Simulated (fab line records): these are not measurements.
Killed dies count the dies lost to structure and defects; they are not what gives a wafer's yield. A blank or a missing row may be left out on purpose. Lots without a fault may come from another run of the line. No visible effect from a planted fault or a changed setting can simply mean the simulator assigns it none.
Matching of chambers    flow n5-finfet    N5_BEOL_M9_ETCH_65 on rie-diel-01: 4 sister chambers
The step etches SiARC in CF4, target depth 15.6 nm, time 26 s. 16 wafers are shown with their chamber, then 8 later ones without.

WAFERS, EACH WITH ITS CHAMBER
wafer   chamber  showerhead-plenum-p-Torr (Torr)  drypump-motor-current-A (A)  oes-product-au (a.u.)
L078.1  2        2.10                             6.5                          0.80
L078.4  1        2.19                             4.7                          0.78
L078.5  1        2.19                             4.7                          0.78
L080.1  3        2.06                             6.2                          0.65
L080.3  1        2.19                             4.7                          0.79
L080.5  1        2.19                             4.7                          0.79
L083.4  2        2.10                             6.6                          0.78
L083.5  3        2.06                             6.2                          0.64
L083.6  0        2.26                             5.8                          0.76
L084.2  2        2.10                             6.5                          0.78
L084.4  0        2.26                             5.9                          0.75
L084.5  2        2.10                             6.6                          0.78
L086.1  0        2.26                             5.8                          0.76
L086.2  2        2.09                             6.5                          0.78
L086.3  1        2.18                             4.7                          0.76
L093.1  2        2.09                             6.6                          0.76

SIGNATURES, as means of the wafers listed above
reading                   chamber 0  chamber 1  chamber 2  chamber 3  scatter within a chamber
showerhead-plenum-p-Torr  2.2600     2.1880     2.0967     2.0600     0.00422
drypump-motor-current-A   5.833      4.700      6.550      6.200      0.0425
oes-product-au            0.7567     0.7800     0.7800     0.6450     0.0112
Rule: for a wafer and a chamber, the distance is found by dividing, reading by reading, the gap between the wafer's reading and the chamber's mean by the reading's scatter, squaring, summing and taking the root. If the next closest chamber is less than 2 further off than the closest, the wafer can't be placed; otherwise it belongs to the closest. The scatter: take each reading less its chamber's mean, square it, sum over the shown wafers, divide by the number of wafers less the number of chambers, and take the root.

WAFERS MISSING THEIR CHAMBER
wafer   showerhead-plenum-p-Torr (Torr)  drypump-motor-current-A (A)  oes-product-au (a.u.)
L093.4  2.25                             5.8                          0.74
L093.6  2.09                             6.6                          0.74
L094.1  2.05                             6.2                          0.64
L094.3  2.18                             4.7                          0.74
L094.4  2.25                             5.9                          0.73
L096.3  2.05                             6.2                          0.63
L096.4  2.18                             4.7                          0.74
L096.5  2.18                             4.7                          0.75

WHICH CHAMBER EACH WENT THROUGH
wafer   from the rows above  in truth
L093.4  0                    0
L093.6  2                    2
L094.1  3                    3
L094.3  1                    1
L094.4  0                    0
L096.3  3                    3
L096.4  1                    1
L096.5  1                    1
8 of 8 placed correctly. Can't be placed from these rows: 0. Placed wrongly: 0.
